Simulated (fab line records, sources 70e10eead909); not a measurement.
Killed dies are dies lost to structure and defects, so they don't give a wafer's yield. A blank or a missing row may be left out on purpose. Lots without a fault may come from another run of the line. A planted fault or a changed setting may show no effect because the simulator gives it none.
Chamber matching | flow nand_harc | NHARC_P_M0_DESCUM_14 on rie_diel-09: 4 sister chambers
The step chemistry O2, time 3 s. 33 wafers are shown with their chamber, then 12 later ones without.

WAFERS WITH THEIR CHAMBER
wafer  | chamber | drypump_motor_current_A (A) | showerhead_plenum_p_Torr (Torr) | throttle_valve_pct (%)
L075.3 | 0       | 6.4                         | 2.00                            | 11.313
L075.4 | 1       | 6.6                         | 1.88                            | 11.325
L075.5 | 0       | 6.4                         | 2.00                            | 11.308
L077.1 | 1       | 6.6                         | 1.88                            | 11.305
L077.2 | 2       | 5.1                         | 1.90                            | 11.333
L077.4 | 1       | 6.6                         | 1.88                            | 11.309
L078.2 | 1       | 6.6                         | 1.88                            | 11.305
L078.4 | 3       | 5.4                         | 2.00                            | 11.301
L078.6 | 2       | 5.1                         | 1.90                            | 11.325
L080.1 | 2       | 5.1                         | 1.90                            | 11.306
L080.4 | 1       | 6.6                         | 1.88                            | 11.318
L080.5 | 0       | 6.4                         | 2.00                            | 11.310
L082.1 | 1       | 6.5                         | 1.88                            | 11.319
L082.4 | 0       | 6.4                         | 2.00                            | 11.291
L082.6 | 3       | 5.4                         | 2.00                            | 11.321
L083.1 | 2       | 5.1                         | 1.90                            | 11.321
L083.4 | 0       | 6.3                         | 2.00                            | 11.307
L083.6 | 2       | 5.1                         | 1.89                            | 11.299
L084.1 | 2       | 5.1                         | 1.89                            | 11.320
L084.5 | 3       | 5.5                         | 2.00                            | 11.336
L084.6 | 2       | 5.1                         | 1.90                            | 11.320
L085.1 | 3       | 5.4                         | 2.00                            | 11.319
L085.3 | 2       | 5.1                         | 1.89                            | 11.315
L085.5 | 1       | 6.5                         | 1.88                            | 11.328
L089.2 | 0       | 6.4                         | 2.00                            | 11.311
L089.3 | 1       | 6.5                         | 1.88                            | 11.333
L089.5 | 0       | 6.4                         | 2.00                            | 11.301
L090.1 | 0       | 6.4                         | 1.99                            | 11.297
L090.2 | 2       | 5.1                         | 1.89                            | 11.316
L090.6 | 3       | 5.5                         | 1.99                            | 11.299
L091.2 | 2       | 5.1                         | 1.89                            | 11.308
L091.3 | 3       | 5.4                         | 1.99                            | 11.299
L091.5 | 2       | 5.1                         | 1.89                            | 11.316

SIGNATURES (means of the wafers above)
reading                  | chamber 0 | chamber 1 | chamber 2 | chamber 3 | scatter within a chamber
drypump_motor_current_A  | 6.388     | 6.562     | 5.100     | 5.433     | 0.0375
showerhead_plenum_p_Torr | 1.9988    | 1.8800    | 1.8945    | 1.9967    | 0.00413
throttle_valve_pct       | 11.30475  | 11.31775  | 11.31627  | 11.31250  | 0.0106
Rule: a wafer's distance from a chamber is the root of the sum, over the readings, of the square of ((its reading less the chamber's mean) divided by the reading's scatter). The wafer belongs to the nearest chamber; if the next one is less than 2 further off, it can't be placed. The scatter: the root of (the sum of the squares of (reading less its chamber's mean) over the shown wafers, divided by (wafers less chambers)).

WAFERS WITHOUT THEIR CHAMBER
wafer  | drypump_motor_current_A (A) | showerhead_plenum_p_Torr (Torr) | throttle_valve_pct (%)
L092.4 | 5.4                         | 1.99                            | 11.308
L092.5 | 6.4                         | 1.99                            | 11.326
L092.6 | 6.5                         | 1.88                            | 11.313
L095.1 | 6.4                         | 1.99                            | 11.312
L095.2 | 5.5                         | 1.99                            | 11.306
L095.6 | 5.4                         | 1.99                            | 11.312
L096.2 | 6.3                         | 1.99                            | 11.323
L096.5 | 6.5                         | 1.87                            | 11.306
L096.6 | 6.4                         | 1.99                            | 11.323
L097.1 | 6.4                         | 1.99                            | 11.312
L097.2 | 5.4                         | 1.99                            | 11.308
L097.5 | 6.6                         | 1.87                            | 11.321

WHICH CHAMBER EACH WENT THROUGH
wafer  | from the rows above | in truth
L092.4 | 3                   | 3
L092.5 | 0                   | 0
L092.6 | 1                   | 1
L095.1 | 0                   | 0
L095.2 | 3                   | 3
L095.6 | 3                   | 3
L096.2 | 0                   | 0
L096.5 | 1                   | 1
L096.6 | 0                   | 0
L097.1 | 0                   | 0
L097.2 | 3                   | 3
L097.5 | 1                   | 1
Placed correctly: 12 of 12. Can't be placed from these rows: 0. Placed wrongly: 0.
